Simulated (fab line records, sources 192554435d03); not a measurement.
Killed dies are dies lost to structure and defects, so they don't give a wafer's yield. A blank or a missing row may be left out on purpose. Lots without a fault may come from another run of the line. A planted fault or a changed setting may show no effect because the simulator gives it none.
Split-lot experiment | flow n5_finfet | 7 lots, 21 wafers read, on a route of 1938 steps

THE SPLIT
At N5_BEOL_M2_ETCH_74 (etches underlayer in N2/H2, target depth 6.5 nm, time 5.2 s), the setting source_w was moved away from the recipe's 840 W on 6 of the 21 wafers read, by +13.0% to +16.4%. The other wafers ran this setting at the recipe's value.

The reading is taken at the split's own step.

THE READING
rf_vpp_V, in V, at N5_BEOL_M2_ETCH_74 (etches underlayer in N2/H2, target depth 6.5 nm, time 5.2 s). Fault-free wafers of this fab line usually give 523.8 V, standard deviation 2.5 V.

wafer  | tool, chamber at the split | source_w as run, W | against the recipe | rf_vpp_V, V | against lot-mates on the recipe
L079.1 | rie_diel-06, 2             | 840                | recipe             | 520.3       | -
L079.3 | rie_diel-06, 1             | 840                | recipe             | 524.3       | -
L079.4 | rie_diel-06, 1             | 840                | recipe             | 527.6       | -
L078.1 | rie_diel-04, 2             | 949.1              | +13.0%             | 500.2       | -29.6
L078.2 | rie_diel-04, 0             | 949.1              | +13.0%             | 503.6       | -26.2
L078.3 | rie_diel-04, 3             | 840                | recipe             | 529.8       | -
L081.2 | rie_diel-04, 0             | 840                | recipe             | 523.5       | -
L081.5 | rie_diel-04, 3             | 840                | recipe             | 526.7       | -
L081.6 | rie_diel-04, 0             | 840                | recipe             | 523.4       | -
L085.2 | rie_diel-04, 1             | 840                | recipe             | 523.4       | -
L085.4 | rie_diel-04, 2             | 840                | recipe             | 520.2       | -
L085.6 | rie_diel-04, 1             | 840                | recipe             | 524.6       | -
L087.1 | rie_diel-06, 3             | 840                | recipe             | 524.6       | -
L087.2 | rie_diel-06, 2             | 977.8              | +16.4%             | 494.9       | -29.7
L087.4 | rie_diel-06, 1             | 977.8              | +16.4%             | 500.2       | -24.4
L091.1 | rie_diel-04, 1             | 974.1              | +16.0%             | 497.6       | -25.0
L091.2 | rie_diel-04, 3             | 974.1              | +16.0%             | 501.3       | -21.3
L091.4 | rie_diel-04, 2             | 840                | recipe             | 522.6       | -
L097.1 | rie_diel-04, 1             | 840                | recipe             | 520.8       | -
L097.2 | rie_diel-04, 3             | 840                | recipe             | 529.1       | -
L097.4 | rie_diel-04, 2             | 840                | recipe             | 520.3       | -

THE FIT
A straight line over all 21 wafers: rf_vpp_V changes by -1.61 V for each +1% of source_w; r = -0.97; the points scatter about the line by 3 V.
The same after taking each lot's own level away (the mean of its wafers on the recipe; 21 wafers): -1.69 V for each +1%; r = -0.96; scatter 3.4 V.
On that fit, the largest move of source_w shifts the reading by 28 V.
The lots' own levels span 522.60 to 529.80 V, that is 2.9 times the standard deviation above.
So the lot-to-lot level changes the slope little: the two slopes agree.
Check: with one of the wafers moved furthest among these (+16.4%) left out of the fit, the line predicts -27.4 V for it against its lot-mates. It came out at -29.7 V against them.
Tool readings at the split's step, against how far the setting was moved: etch_rf_on_time_s r = -0.97; rf_vpp_V r = -0.97.

OTHER SPLITS ON THESE WAFERS
These wafers also went through other splits before the reading. Each is held against what the fit with the lots' levels taken away leaves over:
other split on the same wafers             | wafers away from the commonest value | r with rf_vpp_V (lot level and that fit taken away)
N5_BEOL_M0_SAQP_SPACER2_ETCHBACK_27 time_s | 5                                    | -0.45
N5_BEOL_M1_PECVD_72 time_s                 | 9                                    | -0.27
N5_BEOL_M1_COAT_05 spin_rpm                | 9                                    | +0.34
N5_BEOL_M2_DESCUM_16 time_s                | 7                                    | -0.07

THE WHOLE CHAIN: every reading that the file lists as answering this split, in the file's order
step               | what it does                                                | reading           | change (the file's fit)              | r (the file's)
N5_BEOL_M2_ETCH_74 | etches underlayer in N2/H2, target depth 6.5 nm, time 5.2 s | etch_rf_on_time_s | withheld for each +1% of the setting | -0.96
N5_BEOL_M2_ETCH_74 | etches underlayer in N2/H2, target depth 6.5 nm, time 5.2 s | rf_vpp_V          | -1.7 V for each +1% of the setting   | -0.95

THE FILE'S OWN FIT
rf_vpp_V changes by -1.7 V for each +1% of source_w, r = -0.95.
